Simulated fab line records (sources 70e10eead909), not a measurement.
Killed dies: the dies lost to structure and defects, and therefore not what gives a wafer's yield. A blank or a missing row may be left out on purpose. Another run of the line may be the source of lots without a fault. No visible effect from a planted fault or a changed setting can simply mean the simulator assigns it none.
Code-filled problem report in 8D (eight disciplines) form    flow nandHarc    the parts of the form that need people (team, actions taken, sign-off) are left out

1. THE PROBLEM
Wafers without a fault read 119.9 nm, standard deviation 0.67; cdNm at NHARC_A_M1_CD_MEAS_09 reads a mean of 125.0 nm on 6 wafers belonging to 2 lots. That puts it +7.7 standard deviations away from the usual mean.
The step: target cd 120 nm.
Earliest sighting: wafer L916.1 on cdSem-03 at day 20 23:56. At this step, 33 wafers from 11 lots have a number in the record. Rule for "out" (also "out of limits"): further than 4 standard deviations from the usual mean. The other wafers with a number count as sound.

2. WHAT THIS IS AND IS NOT
question                     is                      is not
which readings at this step  cdNm                    -
which lots                   L916, L921              L906, L909, L911, L913, L914, L915, L919, L925, L926
which wafers of those lots   all that have a number  -
read on which gauges         cdSem-03                cdSem-01, cdSem-02
when                         from day 20 23:56       up to then (18 sound wafers); but 9 sound wafers of L919, L925, L926 came after

3. SUSPECTS, AND WHAT RULES EACH OUT
Counting: any tool at a process step up to the reading is kept as a suspect provided that every lot that is out went through it and no sound lot did after the first of them.
- the gauge at NHARC_A_M1_CD_MEAS_09: kept. All the wafers that are out were read on cdSem-03, and no step on other tools shows them out.
- lithoTrack-06 at NHARC_A_M1_PEB_07 (peb time 65 s): kept. It ran every lot that is out, first L916 (day 20 23:52), and no sound lot after that; its last sound lot up to then is L914 (day 20 03:13).
The count leaves cdSem-03 at NHARC_A_M1_CD_MEAS_09 and lithoTrack-06 at NHARC_A_M1_PEB_07.

4. THE CAUSE (what the simulator had put in)
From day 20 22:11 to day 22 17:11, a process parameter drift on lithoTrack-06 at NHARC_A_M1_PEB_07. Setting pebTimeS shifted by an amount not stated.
After counting, 2 suspects remain, this tool included.

5. THE EFFECT CHAIN, in route order
Each row: a reading where the mean over the struck wafers with a number is more than 3 standard deviations away from the usual. Only readings whose record carries a usual standard deviation are examined. hours: median over the lots of the time between each lot's start at the first step of this table that gives one and its start at this step. sigmas: the change, counted in usual standard deviations.
hours  step                   reading  usual     on struck wafers  change  sigmas
0      NHARC_A_M1_CD_MEAS_09  cdNm     119.9 nm  125.0             +5.1    +7.7
0      NHARC_A_M1_CD_MEAS_16  cdNm     120.1 nm  124.6             +4.5    +5.6

6. WHAT WOULD HAVE CAUGHT IT SOONER
2 hours passed between the start of the fault at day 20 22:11 and the first reading out of limits at a measuring or inspecting step in this record, taken at day 20 23:56.
Of the lots that are out (2), L921 began NHARC_A_M1_PEB_07 on lithoTrack-06 after day 20 23:56. A tool hold placed at that time would have kept it from harm.
